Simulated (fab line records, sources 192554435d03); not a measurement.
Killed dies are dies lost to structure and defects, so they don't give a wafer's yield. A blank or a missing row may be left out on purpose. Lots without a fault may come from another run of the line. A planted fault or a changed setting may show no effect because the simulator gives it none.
Chamber matching | flow n5_finfet | N5_BEOL_M12_DESCUM_15 on rie_diel-03: 4 sister chambers
The step chemistry O2, time 7.9 s. 8 wafers are shown with their chamber, then 6 later ones without.

WAFERS WITH THEIR CHAMBER
wafer  | chamber | showerhead_plenum_p_Torr (Torr) | throttle_valve_pct (%)
L267.2 | 3       | 2.05                            | 20.56
L268.1 | 2       | 1.87                            | 20.55
L268.5 | 0       | 2.19                            | 20.88
L271.5 | 1       | 1.98                            | 20.62
L272.1 | 2       | 1.87                            | 20.58
L272.6 | 3       | 2.05                            | 20.58
L273.2 | 1       | 1.98                            | 20.63
L273.3 | 0       | 2.18                            | 20.89

WAFERS WITHOUT THEIR CHAMBER
wafer  | showerhead_plenum_p_Torr (Torr) | throttle_valve_pct (%)
L274.1 | 1.98                            | 20.64
L274.4 | 2.18                            | 20.89
L274.5 | 2.04                            | 20.59
L275.3 | 1.98                            | 20.63
L275.4 | 1.98                            | 20.65
L275.5 | 2.18                            | 20.89

WHICH CHAMBER EACH WENT THROUGH
wafer  | from the rows above | in truth
L274.1 | 1                   | 1
L274.4 | 0                   | 0
L274.5 | 3                   | 3
L275.3 | 1                   | 1
L275.4 | 1                   | 1
L275.5 | 0                   | 0
Placed correctly: 6 of 6. Can't be placed from these rows: 0. Placed wrongly: 0.
How it was worked out, from the rows above alone: a wafer's distance from a chamber is the root of the sum, over the readings, of the square of ((its reading less the chamber's mean) divided by the reading's scatter). The wafer belongs to the nearest chamber; if the next one is less than 2 further off, it can't be placed. A chamber's mean is the mean of its shown wafers. The scatter: the root of (the sum of the squares of (reading less its chamber's mean) over the shown wafers, divided by (wafers less chambers)).
